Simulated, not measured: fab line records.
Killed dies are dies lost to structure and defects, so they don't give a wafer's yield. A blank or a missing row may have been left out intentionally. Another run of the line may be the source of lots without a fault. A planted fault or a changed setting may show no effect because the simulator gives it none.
Which tool is to blame?	flow n5Finfet	24 lots, 72 wafers sampled, at 4 steps of a route of 1938

## WHAT THE GAUGES READ, wafer by wafer
N5_BEOL_M12_CD_MEAS_28 targets a cd of 160.2 nm. Usual: cdNm reads 160.3 nm (standard deviation 1.6).
lot	measured	on	cdNm (nm)	flag
L074	day 10 18:41	cdSem-02	161.0 161.4 159.6	
L077	day 11 17:04	cdSem-01	161.0 161.5 161.4	
L075	day 12 00:18	cdSem-01	162.7 160.7 161.9	
L079	day 12 07:24	cdSem-03	162.7 159.4 160.3	
L078	day 12 07:37	cdSem-01	158.4 160.1 160.2	
L076	day 12 07:55	cdSem-03	158.8 159.2 161.0	
L082	day 13 08:51	cdSem-03	163.9 161.4 162.9	
L081	day 13 09:19	cdSem-03	161.2 162.7 160.5	
L083	day 13 20:35	cdSem-01	157.5 159.9 158.8	
L080	day 13 21:32	cdSem-02	158.6 159.6 161.4	
L085	day 13 23:48	cdSem-03	161.8 161.6 158.0	
L084	day 13 23:55	cdSem-01	159.3 159.5 160.3	
L086	day 14 13:22	cdSem-01	162.9 162.0 159.4	
L090	day 14 20:55	cdSem-03	159.7 160.7 161.9	
L087	day 15 15:34	cdSem-02	162.3 161.5 162.9	
L088	day 15 15:58	cdSem-03	158.2 159.3 156.6	
L089	day 15 17:25	cdSem-02	161.4 160.2 162.3	
L091	day 15 19:50	cdSem-03	160.8 161.6 159.9	
L092	day 16 22:28	cdSem-01	161.3 162.3 162.4	
L094	day 17 09:41	cdSem-01	158.8 160.4 157.7	
L093	day 17 16:34	cdSem-02	159.6 159.2 159.8	
L097	day 17 21:29	cdSem-01	162.0 160.6 161.4	
L096	day 18 01:06	cdSem-02	160.0 159.0 159.8	
L095	day 18 04:52	cdSem-01	160.1 160.5 161.7	

N5_BEOL_M13_INSPECT_30: inspects for defects (macro). Usual: rawDefectCount reads 2.1 (standard deviation 1.5).
lot	measured	on	rawDefectCount	flag
L074	day 10 23:25	defectInspect-02	3 2 4	
L077	day 11 21:41	defectInspect-01	0 2 3	
L075	day 12 06:40	defectInspect-02	1 1 4	
L079	day 12 12:54	defectInspect-01	4 1 2	
L078	day 12 13:31	defectInspect-02	3 3 2	
L076	day 12 15:07	defectInspect-01	1 1 2	
L082	day 13 21:21	defectInspect-01	0 0 2	
L081	day 13 21:28	defectInspect-02	3 3 0	
L083	day 14 00:44	defectInspect-01	1 2 2	
L080	day 14 04:36	defectInspect-02	4 2 0	
L085	day 14 05:14	defectInspect-02	5 0 0	
L084	day 14 05:32	defectInspect-02	4 5 0	
L086	day 14 20:40	defectInspect-02	3 4 3	
L090	day 15 00:59	defectInspect-02	1 3 1	
L087	day 15 20:46	defectInspect-02	2 0 2	
L088	day 15 21:10	defectInspect-01	2 0 1	
L089	day 16 00:27	defectInspect-02	1 1 3	
L091	day 16 01:39	defectInspect-01	1 0 0	
L092	day 17 06:04	defectInspect-02	1 2 5	
L094	day 17 16:14	defectInspect-02	1 2 3	
L093	day 17 22:47	defectInspect-02	1 0 4	
L097	day 18 05:17	defectInspect-02	1 2 5	
L096	day 18 05:38	defectInspect-02	3 2 3	
L095	day 18 11:33	defectInspect-01	0 0 1	

## EACH LOT AND THE TOOL THAT RAN IT (in order: tool; ch and the chambers of the sampled wafers; start)
lot	N5_BEOL_M12_SPUTTER_44	N5_BEOL_M13_ETCH_59
L074	pvdSputter-03, day 10 20:35	rieDiel-05 ch 0,1,2, day 10 22:25
L077	pvdSputter-02, day 11 18:59	rieDiel-06 ch 1,3, day 11 20:49
L075	pvdSputter-02, day 12 03:38	rieDiel-05 ch 1,2,3, day 12 05:39
L079	pvdSputter-02, day 12 10:11	rieDiel-05 ch 1,2,3, day 12 11:54
L078	pvdSputter-02, day 12 10:49	rieDiel-06 ch 0,1,3, day 12 12:31
L076	pvdSputter-02, day 12 12:15	rieDiel-05 ch 1,2,3, day 12 14:14
L082	pvdSputter-01, day 13 18:31	rieDiel-02 ch 1,3, day 13 20:20
L081	pvdSputter-02, day 13 18:36	rieDiel-06 ch 0,1,3, day 13 20:37
L083	pvdSputter-02, day 13 22:07	rieDiel-02 ch 0,1,3, day 13 23:50
L080	pvdSputter-01, day 14 01:52	rieDiel-02 ch 0,1,3, day 14 03:43
L085	pvdSputter-03, day 14 02:37	rieDiel-06 ch 1,3, day 14 04:22
L084	pvdSputter-02, day 14 02:52	rieDiel-02 ch 0,1,3, day 14 04:40
L086	pvdSputter-01, day 14 17:23	rieDiel-02 ch 0,1,2, day 14 19:40
L090	pvdSputter-02, day 14 22:09	rieDiel-02 ch 0,1,3, day 14 23:59
L087	pvdSputter-03, day 15 18:04	rieDiel-06 ch 0,1,2, day 15 19:46
L088	pvdSputter-02, day 15 18:08	rieDiel-06 ch 1,2, day 15 20:10
L089	pvdSputter-01, day 15 21:37	rieDiel-06 ch 0,2, day 15 23:27
L091	pvdSputter-02, day 15 23:04	rieDiel-02 ch 1,2, day 16 00:46
L092	pvdSputter-03, day 17 03:23	rieDiel-05 ch 0,1,3, day 17 05:05
L094	pvdSputter-01, day 17 13:30	rieDiel-06 ch 0,2,3, day 17 15:14
L093	pvdSputter-02, day 17 19:39	rieDiel-02 ch 0,1,2, day 17 21:55
L097	pvdSputter-02, day 18 02:35	rieDiel-05 ch 2,3, day 18 04:25
L096	pvdSputter-03, day 18 02:46	rieDiel-05 ch 0,2, day 18 04:46
L095	pvdSputter-03, day 18 08:30	rieDiel-06 ch 1,3, day 18 10:33
- N5_BEOL_M12_SPUTTER_44: material Ta, target thk 10 nm, time 16.13 s.
- N5_BEOL_M13_ETCH_59: etches BARC in N2/H2, target depth 89 nm, overetch 26.7 nm, time 67.9 s.

## WHAT THE TOOLS THEMSELVES READ (means of the sampled wafers that have a number; where no wafer has one, the mark that the record gives instead)
N5_BEOL_M12_SPUTTER_44. Usual: throttleValvePct reads 29.2 % (standard deviation 1.3).
lot	tool	throttleValvePct (%)	flag
L074	pvdSputter-03	29.3	
L077	pvdSputter-02	27.3	
L075	pvdSputter-02	28.6	
L079	pvdSputter-02	28.5	
L078	pvdSputter-02	29.8	
L076	pvdSputter-02	29.2	
L082	pvdSputter-01	29.6	
L081	pvdSputter-02	28.5	
L083	pvdSputter-02	30.5	
L080	pvdSputter-01	29.1	
L085	pvdSputter-03	30.1	
L084	pvdSputter-02	30.4	
L086	pvdSputter-01	29.2	
L090	pvdSputter-02	29.8	
L087	pvdSputter-03	29.7	
L088	pvdSputter-02	29.1	
L089	pvdSputter-01	29.2	
L091	pvdSputter-02	29.6	
L092	pvdSputter-03	29.6	
L094	pvdSputter-01	29.7	
L093	pvdSputter-02	29.2	
L097	pvdSputter-02	28.0	
L096	pvdSputter-03	29.4	
L095	pvdSputter-03	29.5	

N5_BEOL_M13_ETCH_59. Usual: biasW 149.9 W, standard deviation 0.48; drypumpMotorCurrentA 6.1 A, standard deviation 0.48; oesProductAu 0.67 a.u., standard deviation 0.078; rfVppV 523.5 V, standard deviation 2.6; showerheadPlenumPTorr 2.53 Torr, standard deviation 0.082; throttleValvePct 17.91 %, standard deviation 0.27.
lot	tool	biasW (W)	drypumpMotorCurrentA (A)	oesProductAu (a.u.)	rfVppV (V)	showerheadPlenumPTorr (Torr)	throttleValvePct (%)	flag
L074	rieDiel-05	150.2	6.1	0.65	523.1	2.51	17.87	
L077	rieDiel-06	149.7	5.6	0.61	525.3	2.57	17.94	
L075	rieDiel-05	149.9	5.9	0.67	522.2	2.48	17.92	
L079	rieDiel-05	149.9	5.9	0.68	522.2	2.48	17.92	
L078	rieDiel-06	149.8	5.9	0.66	523.8	2.55	17.85	
L076	rieDiel-05	149.8	5.9	0.67	521.7	2.48	17.92	
L082	rieDiel-02	150.4	6.0	0.61	524.4	2.56	18.07	
L081	rieDiel-06	149.6	5.9	0.65	524.0	2.55	17.85	
L083	rieDiel-02	149.9	6.3	0.61	523.8	2.53	18.15	
L080	rieDiel-02	149.8	6.3	0.61	523.5	2.53	18.15	
L085	rieDiel-06	150.2	5.7	0.62	522.9	2.50	17.87	
L084	rieDiel-02	149.8	6.2	0.61	523.0	2.53	18.16	
L086	rieDiel-02	150.2	6.0	0.67	523.9	2.55	17.98	
L090	rieDiel-02	150.2	6.2	0.61	523.6	2.53	18.17	
L087	rieDiel-06	150.4	6.3	0.71	524.4	2.57	17.75	
L088	rieDiel-06	149.7	6.4	0.74	525.7	2.62	17.76	
L089	rieDiel-06	149.6	6.6	0.77	527.7	2.66	17.75	
L091	rieDiel-02	149.8	5.8	0.66	525.1	2.57	17.91	
L092	rieDiel-05	149.7	5.6	0.69	523.0	2.49	17.83	
L094	rieDiel-06	149.9	6.2	0.69	527.0	2.63	17.89	
L093	rieDiel-02	149.5	6.0	0.64	524.1	2.54	18.00	
L097	rieDiel-05	149.9	6.2	0.75	522.8	2.50	17.59	
L096	rieDiel-05	150.2	6.5	0.72	523.7	2.52	17.54	
L095	rieDiel-06	150.0	5.7	0.59	524.1	2.55	18.02	

## THE ANSWER, worked out from the rows above alone
Rule: a lot is off if the mean of its wafers that have a number lies more than 3 standard deviations from the usual mean. A lot without any number at a reading at which 4 lots or more have one is off too. The other lots that the step has rows for count as sound. The gauges are gone through in route order, then the tools' own readings, and for those a lot's mean is taken as printed above. The first step at which some lot is off is used, and at that step the reading that is off furthest; a lot without a number counts as furthest.
Nothing can be told from this: no lot is off at any reading shown.

## WHAT WAS PUT IN BY THE SIMULATOR
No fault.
